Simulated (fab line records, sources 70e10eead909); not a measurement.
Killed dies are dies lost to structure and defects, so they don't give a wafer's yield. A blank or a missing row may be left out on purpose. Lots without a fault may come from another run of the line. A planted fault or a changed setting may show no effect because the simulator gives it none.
One fault seen from 2 desks | flow nand_harc | each desk has only its own numbers; what lay behind them comes last

THE DEFECT DESK
What the inspections along the route counted, lot by lot: means of the sampled wafers that have a number. A lot is out of limits, marked OUT, if its mean lies more than 4 standard deviations from the usual mean; the brackets give that distance.
Columns: A = raw_defect_count at NHARC_A_CHANNEL_FILL_D1_INSPECT_13, usual 307
lot  | first seen here | A
L575 | day 11 10:05    | 412
L576 | day 12 00:25    | 352
L577 | day 12 07:07    | 401
L578 | day 13 02:32    | 283
L579 | day 13 02:32    | 162
L581 | day 14 01:40    | 322
L580 | day 14 01:41    | 313
L583 | day 14 14:05    | 419
L584 | day 15 10:32    | 240
L586 | day 15 10:38    | 460
L588 | day 16 19:59    | 267
L590 | day 17 10:02    | 170
L592 | day 18 13:43    | 404
L597 | day 20 10:33    | 116
This desk's finding: nothing out of limits on any of the 14 lots.

THE METROLOGY DESK
What the gauges read, lot by lot, whatever tool the lot ran on: means of the sampled wafers that have a number. A lot is out of limits, marked OUT, if its mean lies more than 4 standard deviations from the usual mean; the brackets give that distance.
Columns: A = thk_nm at NHARC_A_ONON_D2_THK_MEAS_02, usual 1000 nm
lot  | first seen here | A
L575 | day 12 19:28    | 1012
L576 | day 13 10:16    | 990
L577 | day 13 16:04    | 994
L579 | day 14 13:27    | 997
L578 | day 14 13:28    | 1008
L581 | day 15 12:07    | 984
L580 | day 15 12:10    | 990
L583 | day 16 04:29    | 990
L586 | day 16 23:33    | 1002
L584 | day 16 23:40    | 1005
L588 | day 18 13:00    | 982
L590 | day 18 21:08    | 945 (-6.7) OUT
L592 | day 20 00:29    | 994
L597 | day 21 19:38    | 1002
This desk's finding: out of limits on L590; first on L590, day 18 21:08 (thk_nm at NHARC_A_ONON_D2_THK_MEAS_02). In limits: L575, L576, L577, L579, L578, L581, L580, L583, L586, L584, L588, L592, L597.

PUT TOGETHER
The metrology desk could have raised an alarm at day 18 21:08, on L590.
The defect desk saw nothing out of limits.
The defect desk has L590 on record, within its limits.
Of the lots named, all ran NHARC_A_ONON_D2_DEP_00 on pecvd_onon-02.

WHAT THE SIMULATOR HAD PUT IN
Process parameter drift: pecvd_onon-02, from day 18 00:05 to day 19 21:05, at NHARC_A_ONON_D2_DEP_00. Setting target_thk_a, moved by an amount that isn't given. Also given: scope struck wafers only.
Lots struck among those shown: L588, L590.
Hours from the fault's start to each desk's first reading out of limits: the metrology desk, 21.
